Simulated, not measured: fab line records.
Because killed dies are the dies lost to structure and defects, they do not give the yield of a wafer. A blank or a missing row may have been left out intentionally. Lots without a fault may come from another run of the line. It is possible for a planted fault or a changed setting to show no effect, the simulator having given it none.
Chamber matching ; flow n5-finfet ; 4 sister chambers for N5_BEOL_M3_ALD_84 on ald-metal-01
The step deposits TaN, pulse time 2 s, purge time 3 s, co reactant purge time 2 s. 14 wafers are shown with their chamber, then 7 later ones without.

## EACH WAFER AND ITS CHAMBER
wafer;chamber;heater-power-outer-w (W);heater-power-w (W);precursor-vessel-temp-c (C)
L074.2;0;194;352;75.12
L074.4;3;191;335;74.90
L074.5;0;201;347;75.08
L078.2;3;193;320;74.97
L078.3;1;314;547;74.96
L078.4;2;222;411;75.03
L081.3;3;189;335;74.83
L081.4;2;220;406;74.90
L081.6;0;195;348;75.00
L082.1;1;315;560;75.10
L082.2;0;195;354;75.10
L082.3;2;217;397;74.95
L084.2;0;194;359;74.87
L084.3;1;310;545;74.92

SIGNATURES (averages over the wafers above)
reading;chamber 0;chamber 1;chamber 2;chamber 3;scatter within a chamber
heater-power-outer-w;195.80;313.00;219.67;191.00;2.64
heater-power-w;352.00;550.67;404.67;330.00;6.91
precursor-vessel-temp-c;75.0340;74.9933;74.9600;74.9000;0.0884
Rule: for each reading, subtract the chamber's mean from the wafer's reading, divide by that reading's scatter and square the result; add these up over the readings and take the root, which gives the wafer's distance from the chamber. The wafer belongs to the nearest chamber; if the next one is less than 2 further off, it can't be placed. The scatter is the square root of a quotient: the sum, over the shown wafers, of each reading's squared deviation from its chamber's mean, divided by wafers minus chambers.

## WAFERS WHOSE CHAMBER IS MISSING
wafer;heater-power-outer-w (W);heater-power-w (W);precursor-vessel-temp-c (C)
L084.4;216;403;74.87
L092.2;190;327;75.02
L092.4;315;546;74.90
L092.6;224;403;75.04
L097.3;317;568;74.98
L097.5;192;330;75.04
L097.6;225;408;74.86

## WHICH CHAMBER EACH ONE RAN IN
wafer;from the rows above;in truth
L084.4;2;2
L092.2;3;3
L092.4;1;1
L092.6;2;2
L097.3;1;1
L097.5;can't be placed: 3 or 0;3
L097.6;2;2
Correct placement for 6 of the 7. Not placeable from these rows: 1 (in 1, the candidates include the true chamber). 0 placed wrongly.
